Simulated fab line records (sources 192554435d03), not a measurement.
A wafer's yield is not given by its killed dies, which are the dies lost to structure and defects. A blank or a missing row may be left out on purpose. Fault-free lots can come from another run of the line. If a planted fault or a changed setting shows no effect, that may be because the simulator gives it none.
Matching of chambers / flow n5-finfet / rie-diel-01 running N5_BEOL_M15_ETCH_61: 4 sister chambers
The step etches BARC in N2/H2, target depth 89 nm, overetch 26.7 nm, time 67.9 s. 4 wafers are shown with their chamber, then 7 later ones without.

## WAFERS PAIRED WITH THEIR CHAMBERS
wafer=L087.2; chamber=3; drypump-motor-current-A (A)=5.4
wafer=L087.3; chamber=0; drypump-motor-current-A (A)=4.9
wafer=L088.1; chamber=1; drypump-motor-current-A (A)=5.8
wafer=L088.2; chamber=2; drypump-motor-current-A (A)=5.0

## WAFERS MISSING THEIR CHAMBER
wafer=L088.4; drypump-motor-current-A (A)=5.3
wafer=L092.2; drypump-motor-current-A (A)=4.9
wafer=L092.4; drypump-motor-current-A (A)=5.8
wafer=L092.6; drypump-motor-current-A (A)=4.9
wafer=L097.2; drypump-motor-current-A (A)=5.3
wafer=L097.3; drypump-motor-current-A (A)=5.0
wafer=L097.6; drypump-motor-current-A (A)=5.3

## EACH ONE'S CHAMBER
wafer=L088.4; from the rows above=3; in truth=3
wafer=L092.2; from the rows above=can't be placed: 0 or 2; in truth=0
wafer=L092.4; from the rows above=1; in truth=1
wafer=L092.6; from the rows above=can't be placed: 0 or 2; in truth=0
wafer=L097.2; from the rows above=3; in truth=3
wafer=L097.3; from the rows above=can't be placed: 2 or 0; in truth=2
wafer=L097.6; from the rows above=3; in truth=3
Correctly placed: 4 of 7. Can't be placed from these rows: 3 (the true chamber is among the candidates in 3). Placed wrongly: 0.
How it was worked out, from the rows above alone: a wafer's distance from a chamber is the root of the sum, over the readings, of the square of ((its reading less the chamber's mean) divided by the reading's scatter). The wafer belongs to the nearest chamber; if the next one is less than 2 further off, it can't be placed. A chamber's mean is the mean of its shown wafers. The scatter: root of mean squared gap, hidden wafer to nearest shown wafer, with one shown wafer a chamber.
